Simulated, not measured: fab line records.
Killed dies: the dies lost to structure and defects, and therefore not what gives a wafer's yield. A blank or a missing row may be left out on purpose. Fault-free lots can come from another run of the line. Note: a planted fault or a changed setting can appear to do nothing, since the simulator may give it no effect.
One fault through the eyes of 2 desks + flow n5 finfet + every desk sees just its own numbers, and what lay behind them comes last

## THE TOOL OWNER'S DESK: rie diel-04
The tool's own readings at N5_BEOL_M9_VIA_ETCH_34 (etches SiCOH lowk in C4F6/O2, target depth 182.4 nm, time 68.4 s): means of the sampled wafers that have a number, for each lot that ran on this tool. The brackets show how far a lot's mean lies from the usual mean; more than 4 standard deviations puts the lot out of limits, marked OUT.
Columns: A = C4F6_flow_sccm at N5_BEOL_M9_VIA_ETCH_34, usual 10.00 sccm; B = drypump motor current A at N5_BEOL_M9_VIA_ETCH_34, usual 5.5 A; C = oes product au at N5_BEOL_M9_VIA_ETCH_34, usual 0.78 a.u.; D = rf vpp V at N5_BEOL_M9_VIA_ETCH_34, usual 669 V; E = showerhead plenum p Torr at N5_BEOL_M9_VIA_ETCH_34, usual 2.87 Torr; F = throttle valve pct at N5_BEOL_M9_VIA_ETCH_34, usual 20.98 %
| lot  | first seen here | A     | B   | C    | D   | E    | F     |
|------|-----------------|-------|-----|------|-----|------|-------|
| L492 | day 12 04:55    | 10.00 | 5.1 | 0.72 | 669 | 2.82 | 20.88 |
| L491 | day 12 09:30    | 9.97  | 5.1 | 0.71 | 667 | 2.82 | 21.00 |
| L499 | day 13 20:00    | 10.01 | 4.9 | 0.67 | 678 | 2.93 | 21.15 |
| L501 | day 13 21:44    | 10.01 | 5.0 | 0.60 | 658 | 2.78 | 21.08 |
| L509 | day 17 01:13    | 10.01 | 5.0 | 0.69 | 675 | 2.90 | 21.20 |
Finding of this desk: none of the 5 lots has anything out of limits.

## FROM THE METROLOGY DESK
What the gauges read, lot by lot, whatever tool the lot ran on: means of the sampled wafers that have a number. The brackets show how far a lot's mean lies from the usual mean; more than 4 standard deviations puts the lot out of limits, marked OUT. 7 of its 12 readings are shown, namely those furthest out on some lot.
Columns: A = IOFF_N at N5_BEOL_M4_RC_MEAS_101, usual 0.17 nA/um; B = IOFF_P at N5_BEOL_M4_RC_MEAS_101, usual 0.22 nA/um; C = ION_P at N5_BEOL_M4_RC_MEAS_101, usual 462 uA/um; D = SS_N at N5_BEOL_M4_RC_MEAS_101, usual 71.5 mV/dec; E = VT_N at N5_BEOL_M4_RC_MEAS_101, usual 249 mV; F = VT_P at N5_BEOL_M4_RC_MEAS_101, usual -250 mV; G = cd nm at N5_PASSIVATION_CD_MEAS_30, usual 4000.8 nm
| lot  | first seen here | A    | B    | C   | D    | E   | F    | G      |
|------|-----------------|------|------|-----|------|-----|------|--------|
| L487 | day 8 12:59     | 0.20 | 0.29 | 473 | 72.4 | 248 | -245 | 4000.7 |
| L488 | day 8 13:00     | 0.14 | 0.18 | 457 | 71.7 | 250 | -257 | 4004.1 |
| L491 | day 10 03:57    | 0.18 | 0.28 | 466 | 72.2 | 248 | -245 | 4000.1 |
| L492 | day 10 04:58    | 0.20 | 0.26 | 466 | 71.4 | 246 | -245 | 4001.4 |
| L499 | day 11 15:23    | 0.18 | 0.20 | 456 | 72.2 | 248 | -253 | 4002.1 |
| L498 | day 11 18:58    | 0.24 | 0.25 | 462 | 72.6 | 245 | -250 | 4001.5 |
| L501 | day 11 23:55    | 0.14 | 0.17 | 455 | 70.7 | 251 | -254 | 3997.3 |
| L502 | day 12 05:14    | 0.15 | 0.18 | 452 | 72.1 | 252 | -253 | 4000.3 |
| L505 | day 13 10:12    | 0.15 | 0.23 | 465 | 71.5 | 252 | -248 | 4000.3 |
| L509 | day 15 12:26    | 0.18 | 0.24 | 467 | 71.8 | 247 | -247 | 4001.1 |
Finding of this desk: none of the 10 lots has anything out of limits.

## BROUGHT TOGETHER
The desk of the tool owner found nothing out of limits.
Nothing out of limits was seen by the metrology desk.

## WHAT WAS PUT IN BY THE SIMULATOR
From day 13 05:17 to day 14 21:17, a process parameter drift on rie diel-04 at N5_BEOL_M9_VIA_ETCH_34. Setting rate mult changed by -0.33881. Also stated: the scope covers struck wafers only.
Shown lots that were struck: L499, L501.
